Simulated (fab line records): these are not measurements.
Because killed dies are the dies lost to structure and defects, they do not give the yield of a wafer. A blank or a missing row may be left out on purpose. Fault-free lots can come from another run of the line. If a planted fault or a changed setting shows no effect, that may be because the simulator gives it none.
Matching of chambers -- flow n5-finfet -- N5_BEOL_M2_ALD_84 on ald-metal-03 has 4 sister chambers
The step deposits TaN, pulse time 2 s, purge time 3 s, co reactant purge time 2 s. 18 wafers are shown with their chamber, then 9 later ones without.

== EACH WAFER AND ITS CHAMBER ==
wafer,chamber,heater-power-outer-w (W),heater-power-w (W),precursor-vessel-carrier-sccm (sccm)
L075.1,0,187,381,998.3
L075.4,2,241,432,1000.8
L075.6,1,250,478,998.4
L078.1,0,190,372,994.4
L078.2,1,251,468,994.6
L078.3,3,206,401,1002.4
L082.1,3,211,388,1002.7
L082.3,1,248,474,1000.1
L082.4,2,240,426,996.7
L084.1,3,209,382,1001.5
L084.2,0,190,381,1001.2
L084.5,0,191,383,996.8
L090.2,3,207,393,1002.5
L090.3,0,186,381,998.3
L090.5,0,189,377,997.9
L092.2,3,211,398,1008.7
L092.3,0,190,369,999.4
L092.5,0,186,376,999.2

SIGNATURES, as means of the wafers listed above
reading,chamber 0,chamber 1,chamber 2,chamber 3,scatter within a chamber
heater-power-outer-w,188.62,249.67,240.50,208.80,1.96
heater-power-w,377.50,473.33,429.00,392.40,5.82
precursor-vessel-carrier-sccm,998.188,997.700,998.750,1003.560,2.48
Rule: a wafer's distance from a chamber is the root of the sum, over the readings, of the square of ((its reading less the chamber's mean) divided by the reading's scatter). If the next closest chamber is less than 2 further off than the closest, the wafer can't be placed; otherwise it belongs to the closest. The scatter is the square root of a quotient: the sum, over the shown wafers, of each reading's squared deviation from its chamber's mean, divided by wafers minus chambers.

== WAFERS WHOSE CHAMBER IS MISSING ==
wafer,heater-power-outer-w (W),heater-power-w (W),precursor-vessel-carrier-sccm (sccm)
L093.2,211,391,997.9
L093.5,191,369,1001.7
L093.6,254,475,1005.3
L094.2,243,440,1004.0
L094.4,250,468,999.3
L094.5,250,462,1005.8
L096.3,244,425,999.0
L096.5,243,424,1002.9
L096.6,251,483,1002.2

== THE CHAMBER EACH PASSED THROUGH ==
wafer,from the rows above,in truth
L093.2,3,3
L093.5,0,0
L093.6,1,1
L094.2,2,2
L094.4,1,1
L094.5,1,1
L096.3,2,2
L096.5,2,2
L096.6,1,1
Placed correctly: 9 of 9. Number that these rows cannot place: 0. Wrongly placed: 0.
